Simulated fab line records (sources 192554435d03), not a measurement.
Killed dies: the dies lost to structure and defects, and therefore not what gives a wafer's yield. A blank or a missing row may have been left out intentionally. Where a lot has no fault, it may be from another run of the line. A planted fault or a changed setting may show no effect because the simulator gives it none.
fab line records    flow n5-finfet
record: lots: 10  wafers: 30  last-day: 17
route steps=1938 shown BEOL_M2@917 BEOL_M3@953 BEOL_M4@1111
lots untouched by any fault: they come from a run of this same line in which no faults occurred
start-h: hours from the record's first day to the start of the lot's first wafer shown    wait-h: time in hours since the lot's previous step    " the same as in the row above    L1.1+2: a row that stands for several wafers    - no value, or no start given    * or withheld: withheld    < > ~ a bound
route shown NAME@n: NAME is a module with steps in the file, n the number in the route of the first one    usual: average and standard deviation across the fault-free wafers    same: alike in all rows    chamber/n: place in a boat    sites: per-site readings    _std_site: their standard deviation    _edge_site: mean of outer sites minus mean of inner sites    radius-mm: for every site, how far away it sits from the centre of the wafer    mask NAME#n: copy n    behind: tool/chamber where the wafer was last shaped    hold: why the lot went on hold/how many hours it stayed there/how the hold came to an end    device: which transistor (n, p or np) failed to switch    end of line: the tests these same wafers got at the end of their route    a step given without rows: its recipe and nothing more    killed: at the first sort, the dies lost to defects and structure; wafer yield is something else    map: dies across one wafer; x = killed, . = not, _ = none there
set.NAME: the setting that was run; set.NAME@STEP: the one run at that earlier step    model.NAME: the simulator's own value behind a step, which no gauge read
steps of the route over a sample of lots; a table a step, a row a wafer
services: the hour from which a tool's chamber was out of use, counted from the record's first day as start-h (under 0 if before that day), plus the number of hours and why
== steps ==
step: N5_BEOL_M2_ANNEAL_93
recipe: temp-c: 400  time-s: 240  ambient: vacuum
usual: heater-power-w: 878/110  susceptor-temp-C: 399.99/0.24
same: time-s: 240
lot.wafer  tool            chamber  start-h  wait-h  heater-power-w  susceptor-temp-C
L482.2     pvd-sputter-02  -        141.34   0.0     819             399.91
L482.3     "               -        "        "       817             400.04
L482.5     "               -        "        "       1037            399.95
L483.1     pvd-sputter-02  -        153.82   0.0     1010            399.76
L483.3     "               -        "        "       822             399.78
L483.5     "               -        "        "       824             399.59
L487.1     pvd-sputter-02  -        163.46   0.0     804             400.40
L487.2     "               -        "        "       1033            399.73
L487.5     "               -        "        "       1018            399.86
L489.2     pvd-sputter-01  -        176.21   0.0     834             400.51
L489.4     "               -        "        "       659             399.96
L489.5     "               -        "        "       647             399.98
L490.1     pvd-sputter-01  -        185.91   0.0     813             400.17
L490.3     "               -        "        "       857             399.79
L490.6     "               -        "        "       830             400.20
L496.1     pvd-sputter-03  -        228.92   0.0     782             399.89
L496.2     "               -        "        "       983             400.03
L496.4     "               -        "        "       799             399.88
L498.2     pvd-sputter-01  -        236.98   0.0     826             400.07
L498.3     "               -        "        "       638             400.00
L498.4     "               -        "        "       1060            399.39
L499.3     pvd-sputter-01  -        246.07   0.0     1083            400.05
L499.4     "               -        "        "       644             399.92
L499.6     "               -        "        "       816             400.22
L503.1     pvd-sputter-02  -        261.93   0.0     809             400.31
L503.4     "               -        "        "       999             400.21
L503.5     "               -        "        "       814             399.97
L505.1     pvd-sputter-03  -        275.86   0.0     806             399.81
L505.3     "               -        "        "       750             399.75
L505.5     "               -        "        "       917             399.68
step: N5_BEOL_M3_STRIP_66
recipe: chemistry: CF4  resist: SiARC  power-w: 300  bias-power-w: 75  pressure-mtorr: 50  cf4-flow-sccm: 150  rf-frequency-hz: 6e+07
usual: bias-power-w: 75.03/0.2  drypump-motor-current-A: 5.9/0.39  oes-product-au: 0.74/0.061  rf-vpp-V: 271.2/1.3  showerhead-plenum-p-Torr: 1.79/0.051  throttle-valve-pct: 13.69/0.19
lot.wafer  tool         chamber  start-h  wait-h  bias-power-w  drypump-motor-current-A  oes-product-au  rf-hours-counter-h  rf-vpp-V  showerhead-plenum-p-Torr  throttle-valve-pct
L482.2     rie-diel-04  3        143.93   0.0     75.01         5.2                      0.69            238                 272.0     1.76                      13.44
L482.3     "            1        "        "       74.94         5.2                      0.89            27                  270.7     1.83                      13.47
L482.5     "            1        "        "       74.97         5.2                      0.89            -                   271.4     1.83                      13.44
L483.1     rie-diel-02  0        156.39   0.0     75.26         5.8                      0.73            198                 270.5     1.77                      13.79
L483.3     "            1        "        "       74.99         6.0                      0.78            105                 270.4     1.74                      13.80
L483.5     "            0        "        "       75.41         5.8                      0.73            -                   271.2     1.77                      13.80
L487.1     rie-diel-05  1        167.66   0.0     75.11         6.3                      0.68            222                 272.5     1.87                      13.71
L487.2     "            3        "        "       75.26         6.1                      0.78            94                  271.4     1.76                      13.59
L487.5     "            2        "        "       74.52         5.3                      0.72            -                   272.2     1.85                      13.53
L489.2     rie-diel-02  0        179.20   0.0     75.27         5.8                      0.72            206                 272.5     1.77                      13.80
L489.4     "            2        "        "       75.19         6.3                      0.72            170                 274.1     1.86                      13.76
L489.5     "            1        "        "       75.05         6.1                      0.76            -                   268.8     1.73                      13.83
L490.1     rie-diel-02  0        189.97   0.0     75.24         5.8                      0.72            209                 269.0     1.77                      13.82
L490.3     "            1        "        "       74.96         6.0                      0.76            116                 268.7     1.73                      13.83
L490.6     "            1        "        "       74.99         6.0                      0.76            -                   268.1     1.73                      13.83
L496.1     rie-diel-02  1        233.31   0.0     74.95         6.0                      0.75            129                 269.2     1.73                      13.86
L496.2     "            0        "        "       74.68         5.8                      0.71            223                 271.6     1.76                      13.85
L496.4     "            3        "        "       75.17         5.8                      0.70            239                 271.5     1.77                      13.55
L498.2     rie-diel-04  1        240.78   0.0     74.79         5.2                      0.83            56                  273.1     1.82                      13.53
L498.3     "            3        "        "       75.03         5.3                      0.94            9                   271.7     1.76                      12.92
L498.4     "            2        "        "       75.15         6.2                      0.72            179                 270.6     1.77                      13.82
L499.3     rie-diel-05  1        248.81   0.0     75.30         6.3                      0.67            245                 272.4     1.86                      13.77
L499.4     "            3        "        "       74.78         6.1                      0.76            120                 269.2     1.75                      13.68
L499.6     "            1        "        "       75.11         6.3                      0.67            -                   272.3     1.86                      13.76
L503.1     rie-diel-05  1        266.02   0.0     75.32         6.3                      0.67            250                 271.1     1.86                      13.78
L503.4     "            1        "        "       75.09         6.3                      0.67            -                   271.7     1.86                      13.78
L503.5     "            2        "        "       74.99         5.3                      0.70            -                   272.1     1.84                      13.58
L505.1     rie-diel-05  3        279.50   0.0     75.12         6.1                      0.75            128                 268.2     1.75                      13.71
L505.3     "            0        "        "       74.90         6.1                      0.78            98                  271.9     1.83                      13.80
L505.5     "            2        "        "       75.20         5.3                      0.69            -                   272.4     1.84                      13.62
step: N5_BEOL_M3_EXPOSE_25
recipe: mask-id: V2  na: 0.33  source-shape: quasar  sigma-inner: 0.2  sigma-outer: 0.8  polarization: unpolarized  defocus-nm: 5  dose-mj: 63
usual: exposure-dose-mJ-cm2: 62.91/0.063
lot.wafer  tool            chamber  start-h  wait-h  mask  exposure-dose-mJ-cm2
L482.2     euv-scanner-01  0        144.34   -       V2#0  62.93
L482.3     "               0        "        "       V2#0  62.82
L482.5     "               0        "        "       V2#0  62.86
L483.1     euv-scanner-01  0        156.82   -       V2#0  62.80
L483.3     "               0        "        "       V2#0  62.90
L483.5     "               0        "        "       V2#0  62.81
L487.1     euv-scanner-01  0        168.33   -       V2#0  60.96
L487.2     "               0        "        "       V2#0  60.92
L487.5     "               0        "        "       V2#0  60.92
L489.2     euv-scanner-02  0        179.73   -       V2#0  62.92
L489.4     "               0        "        "       V2#0  62.90
L489.5     "               0        "        "       V2#0  62.94
L490.1     euv-scanner-01  0        190.69   -       V2#0  61.30
L490.3     "               0        "        "       V2#0  61.23
L490.6     "               0        "        "       V2#0  61.25
L496.1     euv-scanner-02  0        233.71   -       V2#0  62.98
L496.2     "               0        "        "       V2#0  63.02
L496.4     "               0        "        "       V2#0  62.97
L498.2     euv-scanner-02  0        241.31   -       V2#0  62.86
L498.3     "               0        "        "       V2#0  62.82
L498.4     "               0        "        "       V2#0  62.87
L499.3     euv-scanner-02  0        249.22   -       V2#0  62.94
L499.4     "               0        "        "       V2#0  63.01
L499.6     "               0        "        "       V2#0  62.94
L503.1     euv-scanner-02  0        266.54   -       V2#0  62.89
L503.4     "               0        "        "       V2#0  62.93
L503.5     "               0        "        "       V2#0  62.87
L505.1     euv-scanner-02  0        280.05   -       V2#0  62.82
L505.3     "               0        "        "       V2#0  62.92
L505.5     "               0        "        "       V2#0  62.88
step: N5_BEOL_M3_ALD_98
recipe: material: SiO2  target-thk-a: 25  temp-c: 100  ald-precursor-family: BDEAS  ald-co-reactant: O2-plasma  pulse-time-s: 1  co-reactant-pulse-time-s: 1  purge-time-s: 2  co-reactant-purge-time-s: 2  ald-cycles: 17  pressure-torr: 2
usual: heater-power-outer-w: 44/6  heater-power-w: 81/10  precursor-pulse-height-rel: 1.000/0.019  susceptor-temp-C: 100.00/0.12
same: ald-cycles: 17
lot.wafer  tool        chamber  start-h  wait-h  heater-power-outer-w  heater-power-w  precursor-pulse-height-rel  susceptor-temp-C
L482.2     ald-sin-04  0        144.75   0.1     35                    68              1.039                       99.93
L482.3     "           1        "        "       45                    73              0.994                       100.17
L482.5     "           2        "        "       50                    90              0.971                       99.77
L483.1     ald-sin-04  1        157.70   0.5     45                    74              1.015                       99.98
L483.3     "           2        "        "       49                    87              1.032                       100.16
L483.5     "           3        "        "       53                    98              1.005                       100.20
L487.1     ald-sin-01  2        168.74   0.1     56                    98              0.976                       100.19
L487.2     "           1        "        "       48                    80              1.004                       99.88
L487.5     "           1        "        "       48                    82              1.008                       99.96
L489.2     ald-sin-04  3        180.65   0.6     52                    100             0.977                       99.96
L489.4     "           0        "        "       35                    68              0.965                       100.00
L489.5     "           3        "        "       52                    103             1.005                       100.10
L490.1     ald-sin-03  3        191.39   0.3     40                    79              1.034                       99.78
L490.3     "           1        "        "       44                    80              1.006                       99.94
L490.6     "           1        "        "       43                    79              1.012                       100.05
L496.1     ald-sin-01  1        234.32   0.2     46                    80              1.005                       99.96
L496.2     "           0        "        "       37                    72              0.997                       99.74
L496.4     "           0        "        "       38                    71              0.983                       100.05
L498.2     ald-sin-04  0        241.71   0.1     35                    66              1.040                       100.13
L498.3     "           1        "        "       44                    74              1.020                       100.00
L498.4     "           1        "        "       45                    75              0.978                       99.93
L499.3     ald-sin-01  0        249.66   0.1     37                    73              0.992                       100.18
L499.4     "           3        "        "       41                    75              0.984                       100.04
L499.6     "           0        "        "       36                    73              1.015                       99.87
L503.1     ald-sin-04  0        267.34   0.1     34                    67              1.011                       99.77
L503.4     "           3        "        "       53                    98              1.012                       100.22
L503.5     "           1        "        "       45                    74              0.992                       100.09
L505.1     ald-sin-01  0        280.51   0.1     36                    72              1.022                       100.01
L505.3     "           1        "        "       45                    80              0.992                       99.99
L505.5     "           1        "        "       45                    78              0.979                       100.07
step: N5_BEOL_M4_RC_MEAS_101
usual: DIBL_N: 36.3/1.7  DIBL_P: 36.5/1.8  IOFF_N: 0.16/0.033  IOFF_P: 0.21/0.037  ION_N: 675/11  ION_P: 462/7.9  SS_N: 71.6/0.64  SS_P: 73.3/0.68  VT_N: 249/3.3  VT_P: -250/3.3
lot.wafer  tool       chamber  start-h  wait-h  DIBL_N[mV/V]  DIBL_P[mV/V]  IOFF_N[nA/um]  IOFF_P[nA/um]  ION_N[uA/um]  ION_P[uA/um]  SS_N[mV/dec]  SS_P[mV/dec]  VT_N[mV]  VT_P[mV]
L482.2     prober-01  0        159.47   0.2     35.4          36.0          0.14           0.19           666           457           71.4          73.2          253       -255
L482.3     "          0        "        "       35.3          36.6          0.15           0.20           684           469           71.6          73.9          249       -252
L482.5     "          0        "        "       34.9          36.1          0.15           0.19           678           466           71.6          73.7          253       -252
L483.1     prober-02  0        179.55   0.0     33.6          34.1          0.14           0.21           673           467           71.1          73.2          248       -248
L483.3     "          0        "        "       36.4          37.0          0.18           0.25           679           468           72.3          73.4          250       -249
L483.5     "          0        "        "       35.8          36.4          0.17           0.24           676           467           71.8          73.1          249       -246
L487.1     prober-02  0        182.85   0.0     37.3          37.5          0.18           0.23           680           470           71.2          72.8          247       -250
L487.2     "          0        "        "       33.8          33.5          0.12           0.17           677           471           70.7          71.7          255       -253
L487.5     "          0        "        "       35.5          36.1          0.15           0.21           683           476           72.1          72.8          250       -250
L489.2     prober-02  0        198.17   0.2     33.1          32.8          0.11           0.17           665           462           70.6          72.3          255       -253
L489.4     "          0        "        "       34.9          33.6          0.12           0.18           656           455           70.5          71.4          253       -250
L489.5     "          0        "        "       33.9          33.6          0.11           0.18           668           461           70.7          71.8          255       -251
L490.1     prober-02  0        207.58   0.0     37.4          38.4          0.18           0.24           660           460           72.2          73.5          251       -247
L490.3     "          0        "        "       35.1          34.8          0.14           0.18           658           445           71.9          72.8          254       -251
L490.6     "          0        "        "       32.3          33.3          0.11           0.16           657           457           70.5          72.1          255       -254
L496.1     prober-01  0        253.69   0.0     35.8          36.1          0.17           0.27           673           471           71.4          73.0          247       -244
L496.2     "          0        "        "       39.6          39.5          0.23           0.32           683           470           71.9          73.3          245       -241
L496.4     "          0        "        "       36.3          36.7          0.17           0.27           690           478           71.5          72.8          247       -243
L498.2     prober-02  0        258.71   0.2     38.3          38.1          0.17           0.20           681           455           72.2          74.4          250       -254
L498.3     "          0        "        "       37.4          36.6          0.15           0.19           660           457           72.0          73.6          252       -255
L498.4     "          0        "        "       39.3          38.4          0.17           0.20           661           450           73.0          73.8          251       -253
L499.3     prober-02  0        264.16   0.3     37.3          35.4          0.16           0.22           675           466           71.4          72.8          247       -246
L499.4     "          0        "        "       35.6          34.2          0.15           0.22           703           481           71.4          72.5          246       -244
L499.6     "          0        "        "       35.4          34.3          0.14           0.21           677           469           71.2          72.8          249       -245
L503.1     prober-02  0        291.64   0.0     40.0          40.9          0.28           0.27           717           475           72.9          74.6          241       -250
L503.4     "          0        "        "       38.2          38.7          0.23           0.24           695           461           73.1          74.5          242       -249
L503.5     "          0        "        "       37.6          37.9          0.21           0.22           687           459           71.7          73.4          245       -251
L505.1     prober-01  0        298.10   0.0     33.2          33.6          0.12           0.16           669           452           71.2          72.4          252       -256
L505.3     "          0        "        "       36.3          37.7          0.18           0.21           678           461           71.9          74.4          248       -250
L505.5     "          0        "        "       36.8          38.6          0.19           0.22           677           458           72.1          74.3          246       -253
== services ==
tool            chamber  start-h  hours  kind
pvd-sputter-02  -        124.42   3.5    repair
ald-sin-01      3        124.75   5.7    repair
ald-sin-01      3        131.07   3.9    repair
ald-sin-01      1        137.73   1.7    repair
rie-diel-05     1        139.32   17.3   repair
euv-scanner-01  -        140.87   2.1    repair
rie-diel-02     3        143.02   4.5    repair
rie-diel-02     3        155.23   9.1    repair
euv-scanner-02  -        156.12   1.0    pm
euv-scanner-01  -        169.13   1.0    pm
ald-sin-01      1        169.45   5.0    repair
ald-sin-01      -        176.97   14.0   pm
euv-scanner-01  -        208.25   1.9    repair
ald-sin-01      -        210.29   14.6   pm
euv-scanner-02  -        212.27   1.0    pm
euv-scanner-01  -        214.53   4.6    pm
ald-sin-04      3        224.90   1.6    repair
euv-scanner-01  -        225.28   1.0    pm
ald-sin-04      3        230.83   15.4   repair
euv-scanner-02  -        241.70   4.6    pm
rie-diel-05     3        265.18   6.2    repair
euv-scanner-02  -        265.96   0.2    repair
euv-scanner-02  -        268.42   1.0    pm
rie-diel-02     0        279.54   8.0    repair
== key ==
first-sign: step: N5_BEOL_M3_EXPOSE_25  reading: exposure-dose-mJ-cm2  direction: down  sigmas: 29  usual: 62.91  struck: 61.10
effect none on later readings
met-at N5_BEOL_M3_EXPOSE_25
struck-lots L487,L490
rows-end L490.1,L490.3,L490.6
loop-trim: step: N5_BEOL_M3_EXPOSE_25  setting: dose  lots: L490
not-acting-at N5_BEOL_M2_ANNEAL_93,N5_BEOL_M3_STRIP_66,N5_BEOL_M3_ALD_98
onset-between 156.82 168.33
earlier-fault: kind: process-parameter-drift  tool: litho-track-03  chamber: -  onset-h: 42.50  steps: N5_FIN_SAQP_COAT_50  channel: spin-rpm  offset: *  shape: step  acts-in: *  stated: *
fault: kind: process-parameter-drift  tool: euv-scanner-01  chamber: -  onset-h: 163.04  steps: N5_BEOL_M3_EXPOSE_25  channel: dose-mj  offset: -1.978  shape: step  acts-in: these-recipes-only  stated: 63
rows-end: these wafers met a further fault down the route, and their rows from its step on are left out
loop-trim: a control loop set the setting to another value than it would have without faults
